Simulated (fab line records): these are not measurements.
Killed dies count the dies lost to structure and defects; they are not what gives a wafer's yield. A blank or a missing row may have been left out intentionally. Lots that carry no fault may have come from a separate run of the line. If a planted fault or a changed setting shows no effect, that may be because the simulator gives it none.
Chamber matching | flow n5 finfet | rie diel-04 running N5_MOL_CONTACT_COAG_DESCUM_45: 4 sister chambers
The step chemistry O2, time 7 s. 4 wafers are shown with their chamber, then 9 later ones without.

== WAFERS, EACH WITH ITS CHAMBER ==
wafer  | chamber | showerhead plenum p Torr (Torr)
L085.6 | 3       | 2.02
L086.4 | 2       | 2.09
L087.4 | 1       | 2.15
L087.6 | 0       | 2.00

== WAFERS MISSING THEIR CHAMBER ==
wafer  | showerhead plenum p Torr (Torr)
L088.2 | 2.00
L088.4 | 2.00
L088.6 | 2.15
L092.2 | 2.02
L092.3 | 2.09
L092.5 | 2.00
L095.1 | 2.02
L095.2 | 2.14
L095.3 | 1.99

== THE CHAMBER EACH PASSED THROUGH ==
wafer  | from the rows above | in truth
L088.2 | 0                   | 0
L088.4 | 0                   | 0
L088.6 | 1                   | 1
L092.2 | 3                   | 3
L092.3 | 2                   | 2
L092.5 | 0                   | 0
L095.1 | 3                   | 3
L095.2 | 1                   | 1
L095.3 | 0                   | 0
Correct placement for 9 of the 9. From these rows, 0 cannot be placed. Placed wrongly: 0.
How it was worked out, from the rows above alone: a wafer's distance from a chamber is the root of the sum, over the readings, of the square of ((its reading less the chamber's mean) divided by the reading's scatter). If the next closest chamber is less than 2 further off than the closest, the wafer can't be placed; otherwise it belongs to the closest. Each chamber's mean is taken over the wafers shown for it. The scatter: with one shown wafer a chamber, the root of the mean of the squares of how far each hidden wafer lies from its nearest shown one.
